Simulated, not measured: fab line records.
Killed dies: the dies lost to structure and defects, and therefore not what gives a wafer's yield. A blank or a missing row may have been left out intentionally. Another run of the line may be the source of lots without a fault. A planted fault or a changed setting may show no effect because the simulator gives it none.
Chamber matching || flow nand-harc || NHARC_P_M0_DESCUM_14 on rie-diel-11 has 4 sister chambers
The step chemistry O2, time 3 s. 14 wafers are shown with their chamber, then 6 later ones without.

== WAFERS PAIRED WITH THEIR CHAMBERS ==
{"wafer": "L081.1", "chamber": 1, "showerhead-plenum-p-Torr (Torr)": 2.02, "oes-product-au (a.u.)": 0.999, "rf-vpp-V (V)": 57.8}
{"wafer": "L081.3", "chamber": 2, "showerhead-plenum-p-Torr (Torr)": 1.98, "oes-product-au (a.u.)": 1.002, "rf-vpp-V (V)": 57.8}
{"wafer": "L081.6", "chamber": 1, "showerhead-plenum-p-Torr (Torr)": 2.02, "oes-product-au (a.u.)": 0.996, "rf-vpp-V (V)": 59.2}
{"wafer": "L084.1", "chamber": 0, "showerhead-plenum-p-Torr (Torr)": 1.99, "oes-product-au (a.u.)": 1.015, "rf-vpp-V (V)": 59.5}
{"wafer": "L084.2", "chamber": 2, "showerhead-plenum-p-Torr (Torr)": 1.98, "oes-product-au (a.u.)": 1.016, "rf-vpp-V (V)": 56.6}
{"wafer": "L084.4", "chamber": 3, "showerhead-plenum-p-Torr (Torr)": 1.91, "oes-product-au (a.u.)": 1.002, "rf-vpp-V (V)": 57.9}
{"wafer": "L085.2", "chamber": 3, "showerhead-plenum-p-Torr (Torr)": 1.91, "oes-product-au (a.u.)": 1.009, "rf-vpp-V (V)": 55.8}
{"wafer": "L085.3", "chamber": 0, "showerhead-plenum-p-Torr (Torr)": 1.99, "oes-product-au (a.u.)": 1.013, "rf-vpp-V (V)": 58.7}
{"wafer": "L085.4", "chamber": 1, "showerhead-plenum-p-Torr (Torr)": 2.01, "oes-product-au (a.u.)": 1.000, "rf-vpp-V (V)": 58.9}
{"wafer": "L092.1", "chamber": 0, "showerhead-plenum-p-Torr (Torr)": 1.99, "oes-product-au (a.u.)": 1.008, "rf-vpp-V (V)": 58.3}
{"wafer": "L092.4", "chamber": 1, "showerhead-plenum-p-Torr (Torr)": 2.01, "oes-product-au (a.u.)": 0.995, "rf-vpp-V (V)": 58.5}
{"wafer": "L092.6", "chamber": 3, "showerhead-plenum-p-Torr (Torr)": 1.91, "oes-product-au (a.u.)": 1.000, "rf-vpp-V (V)": 58.8}
{"wafer": "L094.3", "chamber": 3, "showerhead-plenum-p-Torr (Torr)": 1.90, "oes-product-au (a.u.)": 0.997, "rf-vpp-V (V)": 57.5}
{"wafer": "L094.4", "chamber": 2, "showerhead-plenum-p-Torr (Torr)": 1.97, "oes-product-au (a.u.)": 1.006, "rf-vpp-V (V)": 56.9}

SIGNATURES (averages over the wafers above)
{"reading": "showerhead-plenum-p-Torr", "chamber 0": 1.9900, "chamber 1": 2.0150, "chamber 2": 1.9767, "chamber 3": 1.9075, "scatter within a chamber": 0.00492}
{"reading": "oes-product-au", "chamber 0": 1.01200, "chamber 1": 0.99750, "chamber 2": 1.00800, "chamber 3": 1.00200, "scatter within a chamber": 0.00474}
{"reading": "rf-vpp-V", "chamber 0": 58.833, "chamber 1": 58.600, "chamber 2": 57.100, "chamber 3": 57.500, "scatter within a chamber": 0.858}
Rule: a wafer's distance from a chamber is the root of the sum, over the readings, of the square of ((its reading less the chamber's mean) divided by the reading's scatter). If the next closest chamber is less than 2 further off than the closest, the wafer can't be placed; otherwise it belongs to the closest. The scatter: take each reading less its chamber's mean, square it, sum over the shown wafers, divide by the number of wafers less the number of chambers, and take the root.

== WAFERS WITHOUT THEIR CHAMBER ==
{"wafer": "L094.6", "showerhead-plenum-p-Torr (Torr)": 1.90, "oes-product-au (a.u.)": 0.996, "rf-vpp-V (V)": 57.4}
{"wafer": "L097.3", "showerhead-plenum-p-Torr (Torr)": 1.98, "oes-product-au (a.u.)": 1.009, "rf-vpp-V (V)": 57.8}
{"wafer": "L097.4", "showerhead-plenum-p-Torr (Torr)": 2.00, "oes-product-au (a.u.)": 1.000, "rf-vpp-V (V)": 59.3}
{"wafer": "L097.6", "showerhead-plenum-p-Torr (Torr)": 2.00, "oes-product-au (a.u.)": 1.014, "rf-vpp-V (V)": 58.8}
{"wafer": "L096.2", "showerhead-plenum-p-Torr (Torr)": 1.90, "oes-product-au (a.u.)": 1.000, "rf-vpp-V (V)": 57.8}
{"wafer": "L096.6", "showerhead-plenum-p-Torr (Torr)": 2.00, "oes-product-au (a.u.)": 0.997, "rf-vpp-V (V)": 58.3}

== CHAMBER TAKEN BY EACH ==
{"wafer": "L094.6", "from the rows above": 3, "in truth": 3}
{"wafer": "L097.3", "from the rows above": "can't be placed: 2 or 0", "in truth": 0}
{"wafer": "L097.4", "from the rows above": "can't be placed: 1 or 0", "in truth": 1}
{"wafer": "L097.6", "from the rows above": 0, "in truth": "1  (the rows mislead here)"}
{"wafer": "L096.2", "from the rows above": 3, "in truth": 3}
{"wafer": "L096.6", "from the rows above": "can't be placed: 1 or 0", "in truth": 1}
Correctly placed: 2 of 6. From these rows, 3 cannot be placed; in 3 the true chamber is one of the candidates. Wrongly placed: 1.
